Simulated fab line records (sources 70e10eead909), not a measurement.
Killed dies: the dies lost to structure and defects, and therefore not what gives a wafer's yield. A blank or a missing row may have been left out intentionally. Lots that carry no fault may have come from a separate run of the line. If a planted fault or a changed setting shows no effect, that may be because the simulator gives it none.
Chamber matching + flow nand-harc + 4 sister chambers for NHARC_A_CONTACT_ETCH_88 on rie-diel-12
The step etches the open film in CF4, target depth 39 nm, time 65 s. 20 wafers are shown with their chamber, then 10 later ones without.

== WAFERS PAIRED WITH THEIR CHAMBERS ==
| wafer  | chamber | showerhead-plenum-p-Torr (Torr) | drypump-motor-current-A (A) | oes-product-au (a.u.) |
|--------|---------|---------------------------------|-----------------------------|-----------------------|
| L246.2 | 2       | 1.67                            | 6.3                         | 1.017                 |
| L246.3 | 1       | 1.70                            | 5.8                         | 1.000                 |
| L246.5 | 1       | 1.70                            | 5.8                         | 1.010                 |
| L247.2 | 1       | 1.70                            | 5.8                         | 1.003                 |
| L247.4 | 0       | 1.67                            | 5.1                         | 1.006                 |
| L247.6 | 1       | 1.70                            | 5.8                         | 0.995                 |
| L249.1 | 2       | 1.67                            | 6.3                         | 1.011                 |
| L249.2 | 0       | 1.67                            | 5.2                         | 1.008                 |
| L249.5 | 0       | 1.67                            | 5.2                         | 1.000                 |
| L250.1 | 3       | 1.79                            | 5.7                         | 0.981                 |
| L250.2 | 2       | 1.67                            | 6.3                         | 1.003                 |
| L250.5 | 2       | 1.67                            | 6.3                         | 1.006                 |
| L253.1 | 2       | 1.67                            | 6.3                         | 0.997                 |
| L253.2 | 0       | 1.67                            | 5.1                         | 0.997                 |
| L253.5 | 0       | 1.67                            | 5.2                         | 1.007                 |
| L252.2 | 3       | 1.79                            | 5.7                         | 0.990                 |
| L252.4 | 2       | 1.67                            | 6.4                         | 1.006                 |
| L252.6 | 0       | 1.67                            | 5.2                         | 1.003                 |
| L257.3 | 2       | 1.66                            | 6.3                         | 1.004                 |
| L257.5 | 1       | 1.70                            | 5.8                         | 1.008                 |

SIGNATURES (means of the wafers above)
| reading                  | chamber 0 | chamber 1 | chamber 2 | chamber 3 | scatter within a chamber |
|--------------------------|-----------|-----------|-----------|-----------|--------------------------|
| showerhead-plenum-p-Torr | 1.6700    | 1.7000    | 1.6686    | 1.7900    | 0.00231                  |
| drypump-motor-current-A  | 5.167     | 5.800     | 6.314     | 5.700     | 0.037                    |
| oes-product-au           | 1.00350   | 1.00320   | 1.00629   | 0.98550   | 0.0057                   |
Rule: a wafer's distance from a chamber is the root of the sum, over the readings, of the square of ((its reading less the chamber's mean) divided by the reading's scatter). If the next closest chamber is less than 2 further off than the closest, the wafer can't be placed; otherwise it belongs to the closest. The scatter: take each reading less its chamber's mean, square it, sum over the shown wafers, divide by the number of wafers less the number of chambers, and take the root.

== WAFERS WITHOUT THEIR CHAMBER ==
| wafer  | showerhead-plenum-p-Torr (Torr) | drypump-motor-current-A (A) | oes-product-au (a.u.) |
|--------|---------------------------------|-----------------------------|-----------------------|
| L257.6 | 1.66                            | 6.4                         | 1.004                 |
| L259.1 | 1.79                            | 5.7                         | 0.992                 |
| L259.5 | 1.79                            | 5.7                         | 0.991                 |
| L259.6 | 1.66                            | 5.2                         | 1.015                 |
| L262.2 | 1.79                            | 5.6                         | 0.996                 |
| L262.4 | 1.70                            | 5.8                         | 1.005                 |
| L262.6 | 1.79                            | 5.7                         | 0.991                 |
| L266.3 | 1.66                            | 5.1                         | 1.007                 |
| L266.4 | 1.69                            | 5.8                         | 0.995                 |
| L266.6 | 1.66                            | 5.2                         | 1.013                 |

== CHAMBER TAKEN BY EACH ==
| wafer  | from the rows above | in truth |
|--------|---------------------|----------|
| L257.6 | 2                   | 2        |
| L259.1 | 3                   | 3        |
| L259.5 | 3                   | 3        |
| L259.6 | 0                   | 0        |
| L262.2 | 3                   | 3        |
| L262.4 | 1                   | 1        |
| L262.6 | 3                   | 3        |
| L266.3 | 0                   | 0        |
| L266.4 | 1                   | 1        |
| L266.6 | 0                   | 0        |
Placed correctly: 10 of 10. Number that these rows cannot place: 0. 0 placed wrongly.
